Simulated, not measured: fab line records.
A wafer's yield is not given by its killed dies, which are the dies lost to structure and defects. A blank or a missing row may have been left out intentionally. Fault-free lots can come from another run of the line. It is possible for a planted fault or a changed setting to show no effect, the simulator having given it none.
The tool behind it: which one? | flow n5 finfet | 22 lots, 66 wafers sampled, at 2 steps of a route of 1938

## WHAT EACH GAUGE READ, for each wafer
N5_MOL_CONTACT_COAG_CD_MEAS_08: target cd 28 nm.
lot  | measured     | on        | cd nm (nm)
L075 | day 5 01:54  | cd sem-03 | 27.97 28.00 28.03
L076 | day 5 15:32  | cd sem-01 | 28.37 27.89 28.24
L077 | day 5 22:39  | cd sem-02 | 27.80 27.49 28.07
L078 | day 5 23:49  | cd sem-02 | 27.89 27.80 28.13
L079 | day 6 02:59  | cd sem-01 | 27.65 28.12 28.18
L080 | day 6 08:51  | cd sem-01 | 27.42 27.61 28.11
L082 | day 6 18:17  | cd sem-03 | 27.46 27.89 28.20
L083 | day 7 01:59  | cd sem-02 | 28.25 27.99 27.77
L084 | day 7 07:02  | cd sem-01 | 27.78 28.52 28.08
L085 | day 7 12:16  | cd sem-01 | 27.63 28.06 27.95
L086 | day 8 01:55  | cd sem-02 | 28.19 27.45 27.98
L087 | day 8 03:22  | cd sem-02 | 28.03 28.15 27.65
L088 | day 8 11:36  | cd sem-01 | 27.65 27.88 27.75
L089 | day 8 13:57  | cd sem-02 | 27.41 27.89 27.96
L090 | day 8 22:50  | cd sem-03 | 27.92 28.00 27.89
L091 | day 9 03:55  | cd sem-03 | 28.26 28.26 28.03
L092 | day 9 05:56  | cd sem-01 | 28.18 27.91 28.41
L093 | day 9 14:37  | cd sem-03 | 27.89 27.61 27.63
L094 | day 9 16:07  | cd sem-02 | 28.46 28.05 27.85
L095 | day 9 22:46  | cd sem-03 | 28.12 28.37 27.60
L097 | day 10 07:39 | cd sem-02 | 28.45 28.30 27.79
L096 | day 10 09:50 | cd sem-02 | 28.05 28.22 28.04

N5_MOL_CONTACT_COAG_OVL_MEAS_09.
lot  | measured     | on         | CA_OVL (nm)
L075 | day 5 01:56  | overlay-02 | 0.4 -0.1 0.4
L076 | day 5 15:34  | overlay-01 | 0.0 0.4 0.4
L077 | day 5 22:41  | overlay-02 | -0.4 -0.7 0.4
L078 | day 5 23:50  | overlay-01 | -0.7 0.3 0.0
L079 | day 6 03:01  | overlay-02 | -0.3 -0.2 -0.1
L080 | day 6 08:53  | overlay-02 | -0.8 -0.3 -0.7
L082 | day 6 18:19  | overlay-02 | -0.4 -0.4 -0.4
L083 | day 7 02:01  | overlay-02 | -0.4 -1.4 -0.5
L084 | day 7 07:04  | overlay-02 | 0.0 0.1 0.7
L085 | day 7 12:18  | overlay-01 | -0.2 0.1 -0.8
L086 | day 8 01:57  | overlay-02 | 0.1 0.5 0.4
L087 | day 8 03:24  | overlay-01 | -1.1 -0.3 -1.0
L088 | day 8 11:38  | overlay-01 | -0.4 -0.1 -1.0
L089 | day 8 13:59  | overlay-01 | 0.3 0.3 0.6
L090 | day 8 22:52  | overlay-02 | -0.9 -0.7 -0.2
L091 | day 9 03:57  | overlay-01 | -0.5 -0.6 -0.2
L092 | day 9 05:58  | overlay-01 | 0.4 -0.2 1.1
L093 | day 9 14:38  | overlay-01 | 0.1 -0.4 -1.8
L094 | day 9 16:09  | overlay-02 | -0.2 -1.2 -0.7
L095 | day 9 22:47  | overlay-02 | -0.3 -1.9 -0.9
L097 | day 10 07:41 | overlay-01 | -1.2 -0.8 -2.1
L096 | day 10 09:52 | overlay-02 | 1.1 1.3 0.2

## EACH LOT AND THE TOOL THAT RAN IT (in order: tool; ch and the chambers of the sampled wafers; start)
The record holds no process step before these readings.

## WHAT THE TOOLS THEMSELVES READ (means of the sampled wafers that have a number; where no wafer has one, the mark that the record gives instead)
The record holds no such reading with a usual standard deviation.

## THE ANSWER, worked out from the rows above alone
Rule: the lots themselves supply what counts as usual. Put in order of their means at a reading, lots are off if they are a third of the lots or fewer, leave a main group of 4 or more, and stand apart from it by a gap of 3 or more times the standard deviation of the main group's means; of several such gaps the widest counts. If all means in a main group match to the digits the tables above print for the reading, that group is not used. Also off: a lot with no number at a reading for which 4 or more lots have one. All remaining lots with rows at the step are treated as sound. After the gauges, taken in route order, come the tools' own readings; for these a lot's mean is taken, as printed above. At the first step where some lot is off, the reading lying furthest off is the one used; lots without a number count as furthest.
Across all readings shown, no lot is off: no conclusion can be drawn from this.

## WHAT WAS PUT IN BY THE SIMULATOR
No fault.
